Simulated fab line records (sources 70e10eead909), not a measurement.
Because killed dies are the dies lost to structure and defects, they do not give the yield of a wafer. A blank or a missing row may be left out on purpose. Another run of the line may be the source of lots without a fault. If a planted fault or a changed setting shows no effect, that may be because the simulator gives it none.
Comparing a struck lot with a sound one -- flow nand-harc -- 14 steps out of a route of 1302
Sound: wafers L603.1, L603.2, L603.5. The struck wafers were L614.3, L614.6. Last of all comes the cause.
Order at every step that has rows: each side's tool, ch and its chambers, its first start. Under that, the readings that differ: sound wafers -- struck wafers -- difference of the means -- sigmas: that difference in standard deviations of wafers without a fault.
alike: words and numbers the same on both sides, and readings whose means are apart by under 2 such deviations; not compared: readings that were withheld, readings missing a value for some wafer, numbers with overlapping values and no deviation given by the record, and bounds like >300 which may hide the same value.
A row with sigmas, a row that says differs or no value, or rows on one side alone: a step with any of these is where the two part. Numbers that don't overlap but have no deviation are shown without sigmas and don't part them. A reading that every wafer of one side lacks parts them only if that side has two wafers or more.

NHARC_A_M1_INSPECT_27:
  sound on defect-inspect-01 at day 23 13:16; struck on defect-inspect-02 at day 28 08:37
  alike: raw-defect-count
NHARC_A_M1_PRE_CLEAN_32: time 12 s.
  sound on pecvd-03 ch 0,1, day 23 13:20; struck on pecvd-03 ch 0,2, day 28 08:43
  alike: heater-power-w
  not compared: since-wet-clean-h
NHARC_A_M1_DEP_33: deposits SiCN, target thk 30 nm.
  sound on pecvd-03 ch 0,1, day 23 13:25; struck on pecvd-03 ch 0,2, day 28 08:49
  alike: heater-power-w
  not compared: since-wet-clean-h
NHARC_A_BONDPAD_DEP_00: deposits SiCN, target thk 250 nm.
  sound on pecvd-04 ch 0,2, day 23 13:58; struck on pecvd-01 ch 1,2, day 28 09:20
  alike: heater-power-w
  not compared: since-wet-clean-h
NHARC_A_BONDPAD_CMP_29: polishes SiCN, target thk 200 nm.
  sound on cmp-03 ch 0,1,3, day 23 14:22; struck on cmp-04 ch 1,2, day 28 09:46
  alike: motor-current-A
NHARC_A_BONDPAD_THK_MEAS_30: measures by ellipsometry.
  sound on film-metro-02 at day 23 14:37; struck on film-metro-02 at day 28 09:59
  alike: thk-nm
then, 5 steps without rows for these wafers: NHARC_A_BONDPAD_SRD_31; NHARC_A_BONDPAD_DEHYDRATE_01 (time 120 s); NHARC_A_BONDPAD_HMDS_02 (time 30 s); NHARC_A_BONDPAD_COAT_33 (time 65 s); NHARC_A_BONDPAD_COAT_03 (resist thk 600 nm).
NHARC_A_BONDPAD_SOFTBAKE_04: time 70 s.
  sound on litho-track-05 ch 0, day 23 14:00; struck on litho-track-05 ch 0, day 28 10:00
reading,sound,struck,difference,sigmas
heater-power-total-W (W),199.9 199.2 200.4,207.7 208.6,+8.3,+6
  alike: resist-line-temp-C
then, 1 step without rows for these wafers: NHARC_A_BONDPAD_EBR_05.
NHARC_END_SORT_01:
  sound on prober-02 ch 0, day 25 06:49; struck on prober-01 ch 0, day 29 21:07
reading,sound,struck,difference,sigmas
defect-limited-yield (%),89 89 88,97 97,+8,+3
killed-at-array,71 65 74,22 18,-50,-2
killed-at-other,2 3 4,0 0,-3,-2
killed-dies,74 72 82,23 19,-55,-3
killed-open,6 4 9,4 1,-4,-2
sort_bin_4_pct (%),5.2 7.5 6.9,1.3 2.2,-4.8,-3
sort-n-pass,603 605 595,654 658,+55,+3
sort-yield-pct (%),89 89 88,97 97,+8,+3
  alike: killed-at-periphery, killed-short, sort_bin_2_pct, sort_bin_3_pct, sort-rim-yield-pct

## WHERE THEY PART
First at NHARC_A_BONDPAD_SOFTBAKE_04; last, within this record, at NHARC_END_SORT_01.

WHY: whatever the simulator had introduced
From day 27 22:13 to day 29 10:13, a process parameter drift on litho-track-05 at NHARC_A_BONDPAD_SOFTBAKE_04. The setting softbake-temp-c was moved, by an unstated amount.
